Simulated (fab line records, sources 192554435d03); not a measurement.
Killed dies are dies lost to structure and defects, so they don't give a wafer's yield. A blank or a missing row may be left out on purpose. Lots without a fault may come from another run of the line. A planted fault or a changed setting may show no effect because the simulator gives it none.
fab line records | flow n5_finfet
record lots=8 wafers=24 last_day=18
route steps=1938 shown PMOS_HMC_CHANNEL_EPI@70 FIN_SAQP@94 BEOL_M4@1111 PASSIVATION@1936
lots that met no fault: from a run of the same line without faults
start_h: hours from the record's first day to the start of the lot's first wafer shown | wait_h: hours since the lot's step before | " the same as in the row above | L1.1+2: a row that stands for several wafers | - no value, or no start given | * or withheld: withheld | < > ~ a bound
route shown NAME@n: a module of which the file shows steps, and the number in the route of the first | usual: mean/standard deviation of fault-free wafers | same: alike in all rows | chamber/n: place in a boat | sites: the reading at each site | _std_site: their standard deviation | _edge_site: outer sites' mean less inner sites' | radius_mm: how far each site lies from the wafer's centre | mask NAME#n: copy n | behind: the tool/chamber that last shaped the wafer | hold: why the lot was held/for how many hours/how that ended | device: the transistor (n, p or np) that didn't switch | end of line: the same wafers' tests at the end of the route | a step without rows: its recipe alone | killed: dies lost to structure and defects at the first sort, not the wafer's yield | map: a wafer's dies, x killed, . not, _ none there
set.NAME: the setting as run; set.NAME@STEP: as run at that earlier step | model.NAME: the simulator's own value behind a step, which no gauge read
steps of the route over a sample of lots; a table a step, a row a wafer
services: from which hour (start_h, from the record's first day; less than 0 if before it) a tool's chamber was out of use, for how many hours, and why
## steps
# step N5_PMOS_HMC_CHANNEL_EPI_HM_OPEN_15
# recipe chemistry=CHF3/O2 target=SiO2 mask_material=CAR-ArF-block target_depth_a=406 CHF3_flow_sccm=50 O2_flow_sccm=5 Ar_flow_sccm=200 time_s=20.3 pressure_mtorr=30 source_w=650 bias_w=170 ion_energy_ev=200
# usual drypump_motor_current_A=5.79/0.27 oes_product_au=0.80/0.095 rf_vpp_V=525/7.8 showerhead_plenum_p_Torr=2.44/0.074 throttle_valve_pct=18.84/0.26
# same time_s=20.3
# columns lot.wafer tool chamber start_h wait_h drypump_motor_current_A oes_product_au rf_hours_counter_h rf_vpp_V showerhead_plenum_p_Torr throttle_valve_pct
L544.3 rie_diel-06 2 19.28 0.0 5.83 0.80 116 536 2.41 18.93
L544.4 " 0 " " 6.13 0.76 163 515 2.42 19.02
L544.6 " 3 " " 5.83 0.99 - 517 2.36 18.39
L548.3 rie_diel-06 3 42.43 0.0 5.88 0.94 8 517 2.36 18.42
L548.5 " 3 " " 5.85 0.95 - 517 2.36 18.43
L548.6 " 2 " " 5.86 0.79 - 534 2.41 18.95
L555.2 rie_diel-03 3 84.04 0.0 5.46 0.82 91 529 2.34 18.95
L555.3 " 0 " " 5.63 0.98 5 531 2.46 18.62
L555.4 " 2 " " 5.71 0.94 21 528 2.58 18.56
L556.1 rie_diel-06 2 89.87 0.0 5.81 0.77 140 535 2.41 18.96
L556.2 " 3 " " 5.86 0.91 25 516 2.36 18.44
L556.3 " 1 " " 5.39 0.78 127 524 2.50 18.82
L557.1 rie_diel-06 3 95.99 0.0 5.85 0.90 27 518 2.36 18.45
L557.4 " 1 " " 5.41 0.78 - 525 2.50 18.84
L557.5 " 2 " " 5.81 0.78 - 535 2.40 18.97
L565.2 rie_diel-03 1 144.02 0.0 6.35 0.73 152 524 2.50 18.53
L565.3 " 2 " " 5.71 0.90 36 527 2.57 18.60
L565.5 " 0 " " 5.61 0.93 - 531 2.46 18.66
L566.2 rie_diel-06 3 150.26 0.0 5.85 0.88 44 516 2.35 18.48
L566.4 " 1 " " 5.39 0.77 145 522 2.49 18.84
L566.6 " 0 " " 6.09 0.73 - 514 2.41 19.10
L567.2 rie_diel-05 1 156.03 0.0 5.92 0.70 199 528 2.50 19.25
L567.3 " 2 " " 6.08 0.70 190 512 2.31 19.21
L567.5 " 3 " " 5.61 0.91 - 527 2.46 18.80
# step N5_FIN_SAQP_ALD_61
# recipe material=SiO2 target_thk_a=40 temp_c=300 ald_precursor_family=BDEAS ald_co_reactant=O2-plasma pulse_time_s=1 purge_time_s=2 co_reactant_purge_time_s=2 ald_cycles=43 pressure_torr=2
# usual heater_power_w=475/44 precursor_pulse_height_rel=1.000/0.022
# columns lot.wafer tool chamber start_h wait_h heater_power_w precursor_pulse_height_rel
L544.3 ald_sin-03 3 22.19 0.0 542 0.985
L544.4 " 1 " " 490 1.017
L544.6 " 0 " " 453 1.011
L548.3 ald_sin-04 2 45.86 0.0 492 0.983
L548.5 " 2 " " 484 0.961
L548.6 " 3 " " 506 1.005
L555.2 ald_sin-03 3 87.06 0.2 530 0.977
L555.3 " 0 " " 439 0.997
L555.4 " 0 " " 452 1.004
L556.1 ald_sin-03 1 93.43 0.3 500 1.032
L556.2 " 2 " " 465 1.027
L556.3 " 0 " " 447 1.040
L557.1 ald_sin-03 1 98.87 0.0 495 1.018
L557.4 " 0 " " 450 0.990
L557.5 " 0 " " 450 0.998
L565.2 ald_sin-02 3 147.29 0.0 449 1.002
L565.3 " 0 " " 456 0.985
L565.5 " 1 " " 527 1.000
L566.2 ald_sin-02 3 153.63 0.0 444 1.022
L566.4 " 2 " " 395 0.985
L566.6 " 1 " " 528 1.014
L567.2 ald_sin-02 1 158.84 0.0 529 1.008
L567.3 " 2 " " 400 1.034
L567.5 " 0 " " 458 0.978
# step N5_FIN_SAQP_HM_DEP_72
# recipe material=SiO2 target_thk_a=120 temp_c=400 precursor=SiH4/N2O pressure_torr=0.75 rf_w=275 time_s=7.2
# usual chamber_pressure_Torr=0.7499/0.0018 heater_power_outer_w=470/58 heater_power_w=791/98 showerhead_plenum_p_Torr=8.21/0.13 time_s=7.2/0
# columns lot.wafer tool chamber start_h wait_h chamber_pressure_Torr heater_power_outer_w heater_power_w showerhead_plenum_p_Torr time_s
L544.3 pecvd-02 0 23.00 0.0 0.7485 358 616 8.13 7.2
L544.4 " 0 " " 0.7501 373 618 8.08 7.2
L544.6 " 1 " " 0.7522 358 626 7.92 7.2
L548.3 pecvd-02 2 46.67 0.0 0.7479 478 811 8.32 7.2
L548.5 " 2 " " 0.7507 482 816 8.33 7.2
L548.6 " 0 " " 0.7522 403 672 8.10 7.2
L555.2 pecvd-02 2 87.81 0.0 - - - - -
L555.3 " 0 " " - - - - -
L555.4 " 2 " " - - - - -
L556.1 pecvd-04 0 94.18 0.0 - - - - -
L556.2 " 1 " " - - - - -
L556.3 " 2 " " - - - - -
L557.1 pecvd-04 2 99.71 0.0 - - - - -
L557.4 " 0 " " - - - - -
L557.5 " 1 " " - - - - -
L565.2 pecvd-04 0 148.13 0.0 0.7474 549 815 8.39 7.2
L565.3 " 1 " " 0.7504 539 941 8.24 7.2
L565.5 " 2 " " 0.7492 490 817 8.24 7.2
L566.2 pecvd-04 1 154.58 0.0 0.7537 492 855 8.24 7.2
L566.4 " 0 " " 0.7476 508 775 8.39 7.2
L566.6 " 1 " " 0.7535 502 857 8.27 7.2
L567.2 pecvd-04 1 159.83 0.0 0.7492 534 917 8.26 7.2
L567.3 " 2 " " 0.7497 459 794 8.23 7.2
L567.5 " 0 " " 0.7477 516 799 8.39 7.2
# step N5_FIN_SAQP_INSPECT_18
# recipe mode=adi inspect_instrument=brightfield
# usual raw_defect_count=444/120
# columns lot.wafer tool chamber start_h wait_h raw_defect_count
L544.3 defect_inspect-02 - 23.52 0.0 429
L544.4 " - " " 371
L544.6 " - " " 365
L548.3 defect_inspect-02 - 47.18 0.0 647
L548.5 " - " " 429
L548.6 " - " " 467
L555.2 defect_inspect-02 - 88.32 0.0 444
L555.3 " - " " 542
L555.4 " - " " 471
L556.1 defect_inspect-02 - 94.69 0.0 424
L556.2 " - " " 317
L556.3 " - " " 279
L557.1 defect_inspect-02 - 100.23 0.0 344
L557.4 " - " " 198
L557.5 " - " " 250
L565.2 defect_inspect-01 - 148.64 0.0 302
L565.3 " - " " 209
L565.5 " - " " 276
L566.2 defect_inspect-02 - 155.11 0.0 685
L566.4 " - " " 560
L566.6 " - " " 590
L567.2 defect_inspect-01 - 160.22 0.0 465
L567.3 " - " " 345
L567.5 " - " " 417
# step N5_FIN_SAQP_HM_OPEN_73
# recipe chemistry=CHF3/O2 target=SiO2 stop_on=a-Si target_depth_a=120 over_etch_frac=1.8 mask_material=SOC time_s=16.8 pressure_mtorr=30 source_w=650 bias_w=170 Ar_flow_sccm=200 CHF3_flow_sccm=50 O2_flow_sccm=5 ion_energy_ev=200 ends=end_point
# usual drypump_motor_current_A=5.6/0.46 oes_product_au=0.50/0.045 rf_vpp_V=526/10 showerhead_plenum_p_Torr=2.40/0.07 throttle_valve_pct=18.77/0.16
# columns lot.wafer tool chamber start_h wait_h drypump_motor_current_A oes_product_au rf_hours_counter_h rf_vpp_V showerhead_plenum_p_Torr throttle_valve_pct
L544.3 rie_diel-01 2 23.75 0.0 5.6 0.48 59 535 2.45 18.72
L544.4 " 1 " " 5.0 0.43 205 519 2.29 19.00
L544.6 " 2 " " 5.6 0.50 - 535 2.45 18.70
L548.3 rie_diel-04 3 47.41 0.0 5.5 0.54 17 533 2.48 18.81
L548.5 " 3 " " 5.5 0.55 - 533 2.48 18.83
L548.6 " 1 " " 5.4 0.48 - 516 2.32 18.71
L555.2 rie_diel-04 0 88.55 0.0 6.2 0.34 13 526 2.38 18.72
L555.3 " 1 " " 5.4 0.30 116 517 2.32 18.69
L555.4 " 1 " " 5.4 0.29 - 516 2.32 18.69
L556.1 rie_diel-02 3 94.96 0.0 5.9 0.30 100 539 2.54 18.47
L556.2 " 0 " " 5.2 0.27 164 526 2.42 18.89
L556.3 " 2 " " 5.7 0.35 11 505 2.38 18.89
L557.1 rie_diel-02 1 100.54 0.0 6.1 0.30 109 516 2.33 18.81
L557.4 " 2 " " 5.7 0.35 14 501 2.38 18.88
L557.5 " 0 " " 5.2 0.28 - 525 2.42 18.90
L565.2 rie_diel-01 3 149.04 0.0 6.2 0.47 103 536 2.34 18.76
L565.3 " 1 " " 5.0 0.41 245 519 2.28 19.07
L565.5 " 2 " " 5.6 0.46 - 534 2.43 18.79
L566.2 rie_diel-04 2 155.34 0.0 4.7 0.54 34 531 2.45 18.51
L566.4 " 1 " " 5.4 0.47 131 516 2.31 18.76
L566.6 " 0 " " 6.1 0.52 - 526 2.37 18.77
L567.2 rie_diel-01 3 160.45 0.0 6.2 0.47 106 536 2.34 18.77
L567.3 " 2 " " 5.6 0.46 120 534 2.42 18.79
L567.5 " 1 " " 5.0 0.41 - 519 2.28 19.10
# step N5_FIN_SAQP_CD_MEAS_27
# recipe target_cd_nm=20 landing_energy_ev=1000 detector=se_inlens polarity=line
# usual cd_nm=20.29/0.24
# columns lot.wafer tool chamber start_h wait_h cd_nm
L544.3 cd_sem-03 0 25.56 0.1 20.32
L544.4 " 0 " " 20.03
L544.6 " 0 " " 20.08
L548.3 cd_sem-01 0 49.23 0.1 20.14
L548.5 " 0 " " 20.45
L548.6 " 0 " " 20.07
L555.2 cd_sem-03 0 90.36 0.1 -
L555.3 " 0 " " -
L555.4 " 0 " " -
L556.1 cd_sem-02 0 97.24 0.1 -
L556.2 " 0 " " -
L556.3 " 0 " " -
L557.1 cd_sem-03 0 102.44 0.1 -
L557.4 " 0 " " -
L557.5 " 0 " " -
L565.2 cd_sem-01 0 150.86 0.1 20.40
L565.3 " 0 " " 20.11
L565.5 " 0 " " 20.23
L566.2 cd_sem-01 0 157.39 0.1 20.31
L566.4 " 0 " " 19.82
L566.6 " 0 " " 20.27
L567.2 cd_sem-01 0 162.69 0.1 20.37
L567.3 " 0 " " 20.68
L567.5 " 0 " " 20.61
# step N5_BEOL_M4_RC_MEAS_101
# usual DIBL_N=36.0/2 DIBL_P=36.2/2.2 IOFF_N=0.16/0.034 IOFF_P=0.21/0.04 ION_N=675/12 ION_P=463/7.2 SS_N=71.6/0.6 SS_P=73.3/0.67 VT_N=250/3 VT_P=-251/3.4
# columns lot.wafer tool chamber start_h wait_h DIBL_N[mV/V] DIBL_P[mV/V] IOFF_N[nA/um] IOFF_P[nA/um] ION_N[uA/um] ION_P[uA/um] SS_N[mV/dec] SS_P[mV/dec] VT_N[mV] VT_P[mV]
L544.3 prober-02 0 169.71 0.3 37.7 36.6 0.17 0.21 670 452 72.3 74.3 251 -252
L544.4 " 0 " " 35.6 34.6 0.12 0.18 662 457 72.2 73.1 253 -255
L544.6 " 0 " " 35.6 34.4 0.14 0.18 650 451 71.8 73.6 250 -256
L548.3 prober-02 0 198.35 0.3 35.2 35.2 0.14 0.18 681 460 71.1 73.5 251 -251
L548.5 " 0 " " 36.7 36.1 0.16 0.18 673 455 71.7 72.3 251 -254
L548.6 " 0 " " 34.6 35.2 0.13 0.17 665 461 70.6 72.1 250 -252
L566.2 prober-01 0 311.77 0.2 39.8 39.3 0.24 0.29 696 470 72.4 74.2 243 -246
L566.4 " 0 " " 35.9 36.6 0.17 0.23 690 464 71.0 72.5 247 -247
L566.6 " 0 " " 35.3 35.1 0.15 0.21 669 467 71.4 72.7 251 -252
L565.2 prober-02 0 314.82 0.2 36.8 36.9 0.16 0.20 672 463 71.1 73.5 249 -253
L565.3 " 0 " " 38.6 37.4 0.20 0.21 692 465 71.9 73.9 247 -251
L565.5 " 0 " " 34.2 32.8 0.13 0.16 664 452 71.2 71.9 252 -254
L567.2 prober-01 0 317.14 0.2 34.0 33.6 0.12 0.18 669 459 71.1 73.0 253 -252
L567.3 " 0 " " 35.2 34.5 0.14 0.19 666 456 71.7 73.5 252 -254
L567.5 " 0 " " 35.9 34.8 0.15 0.19 673 456 71.7 72.7 250 -253
# step N5_PASSIVATION_PROBE_49
# usual defect_limited_yield=91.5/1.5 killed_at_M0_to_M3=33/10 killed_at_M4_up=15/6.4 killed_at_contacts=12/5.4 killed_at_front_end=38/9.8 killed_at_other=4/3.1 killed_dies=101/18 killed_on_rim=13/3.9 killed_open=67/14 killed_short=33/7.9 sort_bin_5_function=5.0/1 sort_bin_6_memory=3.2/0.67 sort_n_pass=1079/18 sort_yield_pct=91.5/1.5
# same gross_dies=1180 killed_at_back_side=0 sort_bin_4_leakage[%]=0 sort_bin_8_speed[%]=0
# columns lot.wafer tool chamber start_h wait_h defect_limited_yield[%] killed_at_M0_to_M3 killed_at_M4_up killed_at_contacts killed_at_front_end killed_at_other killed_dies killed_on_rim killed_open killed_short sort_bin_5_function[%] sort_bin_6_memory[%] sort_n_pass sort_yield_pct[%]
L544.3 prober-02 - 268.39 0.1 92.2 37 8 11 35 1 92 11 49 42 4.7 2.6 1088 92.2
L544.4 prober-02 - 268.44 0.2 90.6 33 22 10 45 1 111 10 67 44 6.7 2.5 1069 90.6
L544.6 prober-02 - 268.54 0.3 92.5 25 15 18 31 0 89 9 62 26 4.4 2.8 1091 92.5
L548.3 prober-01 - 296.88 0.1 91.9 36 15 8 31 5 95 18 62 32 5.1 2.7 1085 91.9
L548.5 prober-01 - 296.98 0.2 91.9 32 8 11 42 3 96 11 70 25 5.8 2.3 1084 91.9
L548.6 prober-01 - 297.03 0.3 92.8 34 11 6 30 4 85 8 59 26 4.4 2.6 1095 92.8
L555.2 prober-02 - 376.88 0.1 0 6 4 2 1168 0 1180 152 12 8 73.6 3.1 0 0
L555.3 prober-02 - 376.93 0.1 0 7 2 0 1171 0 1180 152 10 5 72.9 1.9 0 0
L555.4 prober-02 - 376.98 0.2 0 4 0 5 1171 0 1180 152 11 7 71.6 4.4 0 0
L557.1 prober-01 - 388.32 0.0 0 8 4 2 1165 1 1180 152 11 9 71.9 2.9 0 0
L557.4 prober-01 - 388.47 0.2 0 10 3 1 1165 1 1180 152 15 4 75.5 2.2 0 0
L557.5 prober-01 - 388.52 0.2 0 9 4 3 1163 1 1180 152 11 11 73.1 2.3 0 0
L556.1 prober-01 - 390.30 0.0 0 9 5 3 1162 1 1180 152 15 16 72.9 3.5 0 0
L556.2 prober-01 - 390.35 0.1 0 9 2 2 1167 0 1180 152 11 9 72.4 3.0 0 0
L556.3 prober-01 - 390.40 0.1 0 3 4 2 1171 0 1180 152 10 5 74.0 2.1 0 0
# killed by level:class
L544.3 BEOL_M0_SAQP:geometric_particle:short=10 FIN_SAQP:geometric_particle:short=8 MOL_CONTACT_COAG:geometric_particle:open=7 GATE_CUT:geometric_particle:short=7 BEOL_M3:geometric_particle:open=6 BEOL_M0_SAQP:geometric_particle:open=5 BEOL_M1:geometric_particle:open=5 BEOL_M2:geometric_particle:open=5
L544.4 BEOL_M4:geometric_particle:open=11 FIN_SAQP:geometric_particle:short=9 STI_FIN_REVEAL:geometric_particle:open=8 FIN_SAQP:geometric_particle:open=7 MOL_CONTACT_COAG:geometric_particle:open=7 BEOL_M3:geometric_particle:open=7 GATE_CUT:geometric_particle:short=6 BEOL_M0_SAQP:geometric_particle:open=6
L544.6 MOL_CONTACT_COAG:geometric_particle:open=14 BEOL_M4:geometric_particle:open=10 BEOL_M3:geometric_particle:open=9 FIN_SAQP:geometric_particle:short=7 STI_FIN_REVEAL:geometric_particle:open=7 FIN_SAQP:geometric_particle:open=6 BEOL_M0_SAQP:geometric_particle:short=4 DUMMY_GATE:geometric_particle:open=3
L548.3 STI_FIN_REVEAL:geometric_particle:open=15 BEOL_M2:geometric_particle:open=11 BEOL_M4:geometric_particle:open=6 MOL_CONTACT_COAG:geometric_particle:open=5 BEOL_M0_SAQP:geometric_particle:short=5 BEOL_M0_SAQP:geometric_particle:open=5 BEOL_M1:geometric_particle:open=5 BEOL_M3:geometric_particle:short=5
L548.5 STI_FIN_REVEAL:geometric_particle:open=14 BEOL_M0_SAQP:geometric_particle:open=12 MOL_CONTACT_COAG:geometric_particle:open=10 BEOL_M1:geometric_particle:open=7 BEOL_M4:geometric_particle:open=6 DUMMY_GATE:geometric_particle:open=5 BEOL_M0_SAQP:geometric_particle:short=5 STARTING-WAFER:geometric_particle:short=5
L548.6 BEOL_M2:geometric_particle:open=10 BEOL_M0_SAQP:geometric_particle:open=9 STI_FIN_REVEAL:geometric_particle:open=6 BEOL_M3:geometric_particle:open=6 MOL_CONTACT_COAG:geometric_particle:open=5 STARTING-WAFER:geometric_particle:open=4 STARTING-WAFER:geometric_particle:short=4 FIN_SAQP:geometric_particle:short=3
L555.2 FIN_SAQP:lost_pattern=1156 FIN_SAQP:area_dep=4 BEOL_M0_SAQP:geometric_particle:short=3 FIN_SAQP:geometric_particle:open=2 STI_FIN_REVEAL:geometric_particle:open=2 MOL_CONTACT_COAG:geometric_particle:open=2 BEOL_M0_SAQP:geometric_particle:open=2 BEOL_M4:geometric_particle:open=2
L555.3 FIN_SAQP:lost_pattern=1153 FIN_SAQP:area_dep=12 BEOL_M0_SAQP:geometric_particle:short=4 BEOL_M0_SAQP:geometric_particle:open=3 STI_FIN_REVEAL:geometric_particle:open=2 FIN_SAQP:geometric_particle:short=1 BEOL_M5:geometric_particle:open=1 DUMMY_GATE:geometric_particle:open=1
L555.4 FIN_SAQP:lost_pattern=1155 FIN_SAQP:area_dep=7 MOL_CONTACT_COAG:geometric_particle:open=5 FIN_SAQP:geometric_particle:short=3 FIN_SAQP:geometric_particle:open=2 BEOL_M3:geometric_particle:short=2 STI_FIN_REVEAL:geometric_particle:short=1 DUMMY_GATE:geometric_particle:open=1
L557.1 FIN_SAQP:lost_pattern=1154 FIN_SAQP:area_dep=5 BEOL_M1:geometric_particle:open=3 FIN_SAQP:geometric_particle:open=2 BEOL_M4:geometric_particle:open=2 SPACER0:geometric_particle:short=1 DUMMY_GATE:geometric_particle:short=1 ILD0:geometric_particle:short=1
L557.4 FIN_SAQP:lost_pattern=1154 FIN_SAQP:area_dep=7 BEOL_M3:geometric_particle:open=4 BEOL_M2:geometric_particle:open=3 BEOL_M4:geometric_particle:open=3 STI_FIN_REVEAL:geometric_particle:short=2 FIN_SAQP:geometric_particle:open=1 MOL_CONTACT_COAG:geometric_particle:open=1
L557.5 FIN_SAQP:lost_pattern=1153 FIN_SAQP:area_dep=5 BEOL_M0_SAQP:geometric_particle:short=3 BEOL_M0_SAQP:geometric_particle:open=3 MOL_CONTACT_COAG:geometric_particle:open=2 BEOL_M4:geometric_particle:open=2 BEOL_M4:geometric_particle:short=2 FIN_SAQP:geometric_particle:short=1
L556.1 FIN_SAQP:lost_pattern=1144 FIN_SAQP:geometric_particle:open=5 FIN_SAQP:area_dep=5 BEOL_M0_SAQP:geometric_particle:short=4 BEOL_M4:geometric_particle:short=4 FIN_SAQP:geometric_particle:short=3 MOL_CONTACT_COAG:geometric_particle:open=2 BEOL_M0_SAQP:geometric_particle:open=2
L556.2 FIN_SAQP:lost_pattern=1157 BEOL_M0_SAQP:geometric_particle:short=4 FIN_SAQP:geometric_particle:short=3 FIN_SAQP:area_dep=3 STI_FIN_REVEAL:geometric_particle:open=2 MOL_CONTACT_COAG:geometric_particle:open=2 BEOL_M1:geometric_particle:open=2 BEOL_M3:geometric_particle:open=2
L556.3 FIN_SAQP:lost_pattern=1163 FIN_SAQP:geometric_particle:short=3 BEOL_M0_SAQP:geometric_particle:open=2 MOL_CONTACT_COAG:geometric_particle:open=2 BEOL_M8:geometric_particle:open=2 FIN_SAQP:area_dep=2 STI_FIN_REVEAL:geometric_particle:open=1 HKMG_FIN:geometric_particle:open=1
## services
# columns tool chamber start_h hours kind
rie_diel-02 1 -1.55 3.8 repair
ald_sin-04 2 15.86 1.7 repair
rie_diel-05 2 35.38 8.6 repair
rie_diel-05 - 46.87 0.3 repair
ald_sin-03 - 57.96 6.4 repair
rie_diel-04 3 58.26 5.1 repair
rie_diel-01 0 61.42 4.9 repair
rie_diel-02 - 63.20 0.4 repair
ald_sin-04 3 67.01 5.7 repair
rie_diel-05 2 72.79 5.3 repair
pecvd-04 - 80.50 2.7 repair
rie_diel-06 0 85.75 15.1 repair
rie_diel-04 2 85.92 7.1 repair
ald_sin-02 - 86.02 14.0 pm
rie_diel-01 0 90.34 2.5 repair
rie_diel-06 2 92.67 2.6 repair
rie_diel-04 - 93.97 28.1 pm
rie_diel-03 2 120.54 4.1 repair
rie_diel-01 3 123.27 6.5 repair
rie_diel-02 0 128.23 12.0 repair
rie_diel-04 - 131.45 0.3 repair
ald_sin-04 0 136.29 5.6 repair
pecvd-02 - 144.48 2.8 pm
rie_diel-03 - 157.42 0.6 repair
## key
first_sign step=N5_FIN_SAQP_HM_DEP_72 reading=tool_record direction=missing
effect step=N5_FIN_SAQP_HM_OPEN_73 reading=oes_product_au direction=down sigmas=4.2 usual=0.50 struck=0.31
effect step=N5_FIN_SAQP_CD_MEAS_27 reading=cd_nm direction=missing
effect step=N5_PASSIVATION_PROBE_49 reading=killed_at_front_end direction=up sigmas=99+ usual=38 struck=1167
met_at N5_FIN_SAQP_HM_DEP_72
struck_lots L555,L556,L557
later_rows_left_out L555.2,L555.3,L555.4,L556.1,L556.2,L556.3,L557.1,L557.4,L557.5
not_acting_at N5_PMOS_HMC_CHANNEL_EPI_HM_OPEN_15,N5_FIN_SAQP_ALD_61,N5_FIN_SAQP_INSPECT_18
onset_between 46.67 87.81
fault kind=skipped_step_whole tool=pecvd-02,pecvd-04 chamber=- onset_h=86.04 steps=N5_FIN_SAQP_HM_DEP_72 scope=struck_lots_only
# later_rows_left_out: the simulator's readings of these wafers behind a module that went badly wrong aren't trusted and aren't shown, but for the sort
